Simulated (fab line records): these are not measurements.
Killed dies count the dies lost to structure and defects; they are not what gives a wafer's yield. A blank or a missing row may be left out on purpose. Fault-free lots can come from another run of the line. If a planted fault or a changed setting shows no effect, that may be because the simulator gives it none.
Chamber matching + flow n5 finfet + N5_FIN_SAQP_SPACER1_ALD_24 on ald sin-04: 4 sister chambers
The step deposits SiO2, target thk 20.3 nm, pulse time 1 s, purge time 2 s. 4 wafers are shown with their chamber, then 7 later ones without.

## WAFERS PAIRED WITH THEIR CHAMBERS
| wafer  | chamber | heater power w (W) |
|--------|---------|--------------------|
| L087.1 | 1       | 463                |
| L087.3 | 0       | 489                |
| L088.2 | 3       | 514                |
| L088.3 | 2       | 536                |

## WAFERS WHOSE CHAMBER IS MISSING
| wafer  | heater power w (W) |
|--------|--------------------|
| L088.6 | 475                |
| L095.1 | 518                |
| L095.3 | 493                |
| L095.4 | 479                |
| L097.1 | 509                |
| L097.2 | 497                |
| L097.5 | 517                |

## CHAMBER TAKEN BY EACH
| wafer  | from the rows above     | in truth                   |
|--------|-------------------------|----------------------------|
| L088.6 | can't be placed: 1 or 0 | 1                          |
| L095.1 | can't be placed: 3 or 2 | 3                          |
| L095.3 | 0                       | 0                          |
| L095.4 | can't be placed: 0 or 1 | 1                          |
| L097.1 | 3                       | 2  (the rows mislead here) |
| L097.2 | can't be placed: 0 or 3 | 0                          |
| L097.5 | 3                       | 3                          |
Correct placement for 2 of the 7. From these rows, 4 cannot be placed; in 4 the true chamber is one of the candidates. Placed wrongly: 1.
How it was worked out, from the rows above alone: a wafer's distance from a chamber is the root of the sum, over the readings, of the square of ((its reading less the chamber's mean) divided by the reading's scatter). If the next closest chamber is less than 2 further off than the closest, the wafer can't be placed; otherwise it belongs to the closest. Each chamber's mean is taken over the wafers shown for it. The scatter: root of mean squared gap, hidden wafer to nearest shown wafer, with one shown wafer a chamber.
